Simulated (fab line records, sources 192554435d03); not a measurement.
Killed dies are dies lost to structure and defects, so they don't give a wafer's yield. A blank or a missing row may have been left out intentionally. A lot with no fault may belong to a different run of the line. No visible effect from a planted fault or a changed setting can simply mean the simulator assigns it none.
A lot that was struck, set against a sound lot ; flow n5Finfet ; 19 out of 1938 route steps
Sound: these wafers, L891.2, L891.3, L891.5. Struck: wafers L902.2, L902.6 (left out: L902.3, a lot-mate that was not struck); the cause follows at the end.
Per side, at each step with rows, come the tool, then ch with its chambers, and then its first start. Under that, the readings that differ: sound wafers ; struck wafers ; difference of the means ; sigmas: that difference in standard deviations of wafers without a fault.
alike: words and numbers the same on both sides, and readings whose means are apart by under 2 such deviations; not compared: readings that were withheld, readings missing a value for some wafer, numbers with overlapping values and no deviation given by the record, and bounds like >300 which may hide the same value.
The two part at a step that has a row with sigmas, a row that says differs or no value, or rows on one side only. Non-overlapping numbers with no deviation appear without sigmas and do not part them. A reading missing from all wafers of one side parts the sides only when that side holds two or more wafers.

first, 9 steps without rows for these wafers: N5_BEOL_M4_COAT_05 (resist thk 30 nm); N5_BEOL_M4_EBR_07; N5_BEOL_M4_SOFTBAKE_06 (time 60 s); N5_BEOL_M4_EXPOSE_08 (exposes mask M4); N5_BEOL_M4_PEB_09 (peb time 60 s); N5_BEOL_M4_DEVELOP_10 (develop time 30 s); N5_BEOL_M4_DESCUM_16 (chemistry O2, time 7 s); N5_BEOL_M4_ETCH_74 (etches underlayer in N2/H2, target depth 6.5 nm, time 5.2 s); N5_BEOL_M4_ETCH_63 (etches SiARC in CF4, target depth 15.6 nm, time 26 s).
N5_BEOL_M4_ETCH_64: etches SOC in N2/H2, target depth 75 nm, overetch 22.5 nm, time 121.9 s.
  sound on rieDiel-03 ch 0,1,2, day 8 12:59; struck on rieDiel-03 ch 1,2, day 11 12:46
reading;sound;struck;difference;sigmas
oesProductAu (a.u.);0.65 0.71 0.74;0.60 0.55;-0.12;-2
model.SiARC_of_BEOL_M4_COAT_62.thkNm (nm);6.2 6.6 6.2;4.2 4.4;-2.0;
model.BEOL_M4.cdOffsetNm (nm);-0.2 0 -0.2;0.8 0.4;+0.7;
  alike: drypumpMotorCurrentA, rfVppV, showerheadPlenumPTorr, throttleValvePct
  not compared: rfHoursCounterH
then, 3 steps without rows for these wafers: N5_BEOL_M4_STRIP_65 (strips in N2/H2); N5_BEOL_M4_STRIP_75 (strips in N2/H2); N5_BEOL_M4_STRIP_66 (strips in CF4).
N5_BEOL_M4_HM_OPEN_17: chemistry Cl2/BCl3, target TiN, target depth 20 nm, overetch 6 nm.
  sound on rieMetal-03 ch 0,1, day 8 13:10; struck on rieMetal-01 ch 1, day 11 12:56
reading;sound;struck;difference;sigmas
throttleValvePct (%);22.33 21.77 22.31;22.69 22.69;+0.55;+2
model.etch.depthNm (nm);19.77 19.96 19.8;15.81 15.74;-4.07;
model.BEOL_M4.cdOffsetNm (nm);0 -0.2 0.2;0.8 0.4;+0.6;
  alike: drypumpMotorCurrentA, oesProductAu
  not compared: rfHoursCounterH
then, 1 step without rows for these wafers: N5_BEOL_M4_STRIP_19 (strips in O2).
N5_BEOL_M4_CD_MEAS_18: pitch 36 nm, target cd 18 nm.
  sound on cdSem-02, day 8 13:21; struck on cdSem-03, day 11 13:13
reading;sound;struck;difference;sigmas
cdNm (nm);17.8 18.0 18.3;19.4 18.6;+1.0;+3
then, 1 step without rows for these wafers: N5_BEOL_M4_COAT_67 (time 60 s, resist thk 60 nm).
N5_BEOL_M4_RC_MEAS_101:
  sound on prober-01 ch 0, day 8 23:53; struck on prober-02 ch 0, day 11 23:48
  alike: DIBL_N, DIBL_P, IOFF_N, IOFF_P, ION_N, ION_P, SS_N, SS_P, VT_N, VT_P
next, for these wafers, 1 step has no rows: N5_PASSIVATION_PROBE_49.

## WHERE THEY PART
First at N5_BEOL_M4_ETCH_64; last, within this record, at N5_BEOL_M4_CD_MEAS_18. Later steps at which nothing parts them and some readings are alike: N5_BEOL_M4_RC_MEAS_101.

WHY: what the simulator had put in
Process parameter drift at N5_BEOL_M4_ETCH_64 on rieDiel-03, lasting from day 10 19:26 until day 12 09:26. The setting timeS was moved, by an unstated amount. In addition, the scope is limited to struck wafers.
